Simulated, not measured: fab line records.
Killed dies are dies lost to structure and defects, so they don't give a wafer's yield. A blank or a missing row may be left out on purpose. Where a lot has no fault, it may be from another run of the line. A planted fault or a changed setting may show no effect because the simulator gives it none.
Chamber matching ; flow n5_finfet ; N5_BEOL_M0_CO_CAP_123 on cvd_co-02: 3 sister chambers
The step material Co, precursor CCTBA/H2, target thk 2 nm, time 102.1 s. 6 wafers are shown with their chamber, then 7 later ones without.

WAFERS WITH THEIR CHAMBER
wafer;chamber;heater_power_w (W);susceptor_temp_C (C)
L649.1;0;245;200.34
L648.2;0;246;199.96
L650.4;1;265;200.09
L650.6;2;256;199.84
L655.1;2;247;200.08
L655.3;1;255;200.07

WAFERS WITHOUT THEIR CHAMBER
wafer;heater_power_w (W);susceptor_temp_C (C)
L655.6;251;199.95
L658.1;254;199.95
L658.3;258;199.94
L658.5;256;200.16
L663.1;248;200.08
L663.4;250;200.19
L663.5;249;199.99

CHAMBER TAKEN BY EACH
wafer;from the rows above;in truth
L655.6;can't be placed: 2 or 0 or 1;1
L658.1;can't be placed: 2 or 1 or 0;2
L658.3;can't be placed: 1 or 2 or 0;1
L658.5;can't be placed: 1 or 2 or 0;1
L663.1;can't be placed: 0 or 2 or 1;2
L663.4;can't be placed: 0 or 2 or 1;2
L663.5;can't be placed: 2 or 0 or 1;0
Correct placement for 0 of the 7. These rows do not allow placing 7 (true chamber among the candidates in 7). 0 placed wrongly.
How it was worked out, from the rows above alone: a wafer's distance from a chamber is the root of the sum, over the readings, of the square of ((its reading less the chamber's mean) divided by the reading's scatter). If the next closest chamber is less than 2 further off than the closest, the wafer can't be placed; otherwise it belongs to the closest. For every chamber, the mean is computed from those of its wafers that are shown. The scatter is the square root of a quotient: the sum, over the shown wafers, of each reading's squared deviation from its chamber's mean, divided by wafers minus chambers.
